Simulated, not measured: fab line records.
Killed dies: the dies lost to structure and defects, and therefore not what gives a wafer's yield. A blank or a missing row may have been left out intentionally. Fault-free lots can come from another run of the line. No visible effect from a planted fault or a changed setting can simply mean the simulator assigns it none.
Chamber matching + flow nand_harc + NHARC_A_CHANNEL_FILL_D1_ALD_14 on ald_hk-02 has 4 sister chambers
The step deposits SiO2, target thk 2.5 nm, pulse time 10 s, ald cycles 25. 4 wafers are shown with their chamber, then 10 later ones without.

WAFERS PAIRED WITH THEIR CHAMBERS
| wafer  | chamber | heater_power_w (W) |
|--------|---------|--------------------|
| L092.3 | 2       | 530                |
| L092.5 | 1       | 472                |
| L093.1 | 0       | 502                |
| L093.3 | 3       | 525                |

WAFERS WITH NO CHAMBER GIVEN
| wafer  | heater_power_w (W) |
|--------|--------------------|
| L093.4 | 470                |
| L095.2 | 527                |
| L095.4 | 540                |
| L095.6 | 465                |
| L096.1 | 527                |
| L096.2 | 538                |
| L096.3 | 504                |
| L097.2 | 516                |
| L097.4 | 532                |
| L097.6 | 464                |

WHICH CHAMBER EACH WENT THROUGH
| wafer  | from the rows above          | in truth                   |
|--------|------------------------------|----------------------------|
| L093.4 | 1                            | 1                          |
| L095.2 | can't be placed: 3 or 2      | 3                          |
| L095.4 | can't be placed: 2 or 3      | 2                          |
| L095.6 | 1                            | 1                          |
| L096.1 | can't be placed: 3 or 2      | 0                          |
| L096.2 | can't be placed: 2 or 3      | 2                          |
| L096.3 | 0                            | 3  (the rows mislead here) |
| L097.2 | can't be placed: 3 or 0 or 2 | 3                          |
| L097.4 | can't be placed: 2 or 3      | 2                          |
| L097.6 | 1                            | 1                          |
3 of 10 placed correctly. These rows do not allow placing 6 (true chamber among the candidates in 5). Placed wrongly: 1.
How it was worked out, from the rows above alone: a wafer's distance from a chamber is the root of the sum, over the readings, of the square of ((its reading less the chamber's mean) divided by the reading's scatter). The wafer belongs to the nearest chamber; if the next one is less than 2 further off, it can't be placed. The mean given for a chamber averages the wafers shown for that chamber. The scatter (one wafer shown for each chamber): square how far every hidden wafer sits from the nearest shown wafer, average those squares and take the square root.
